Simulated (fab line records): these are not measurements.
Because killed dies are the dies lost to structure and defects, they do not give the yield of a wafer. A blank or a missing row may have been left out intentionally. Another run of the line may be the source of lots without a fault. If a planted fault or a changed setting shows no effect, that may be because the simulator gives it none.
Chamber matching :: flow n5_finfet :: 3 sister chambers for N5_SD_EPI_N_ETCHBACK_44 on rie_diel-02
The step etches SiNx in CH3F/O2, stops on SiO2, target depth 14.5 nm. 3 wafers are shown with their chamber, then 4 later ones without.

## WAFERS, EACH WITH ITS CHAMBER
wafer: L079.5
chamber: 3
throttle_valve_pct (%): 16.1

wafer: L082.2
chamber: 0
throttle_valve_pct (%): 15.9

wafer: L082.3
chamber: 1
throttle_valve_pct (%): 16.4

## WAFERS WITHOUT THEIR CHAMBER
wafer: L082.6
throttle_valve_pct (%): 16.4

wafer: L083.5
throttle_valve_pct (%): 16.4

wafer: L097.2
throttle_valve_pct (%): 16.5

wafer: L097.3
throttle_valve_pct (%): 16.0

## WHICH CHAMBER EACH WENT THROUGH
wafer: L082.6
from the rows above: 1
in truth: 1

wafer: L083.5
from the rows above: 1
in truth: 1

wafer: L097.2
from the rows above: 1
in truth: 1

wafer: L097.3
from the rows above: can't be placed: 0 or 3
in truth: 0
Correctly placed: 3 of 4. Unplaceable from these rows: 1, with the true chamber sitting among the candidates in 1. Wrongly placed: 0.
How it was worked out, from the rows above alone: a wafer's distance from a chamber is the root of the sum, over the readings, of the square of ((its reading less the chamber's mean) divided by the reading's scatter). If the next closest chamber is less than 2 further off than the closest, the wafer can't be placed; otherwise it belongs to the closest. The mean given for a chamber averages the wafers shown for that chamber. The scatter: root of mean squared gap, hidden wafer to nearest shown wafer, with one shown wafer a chamber.
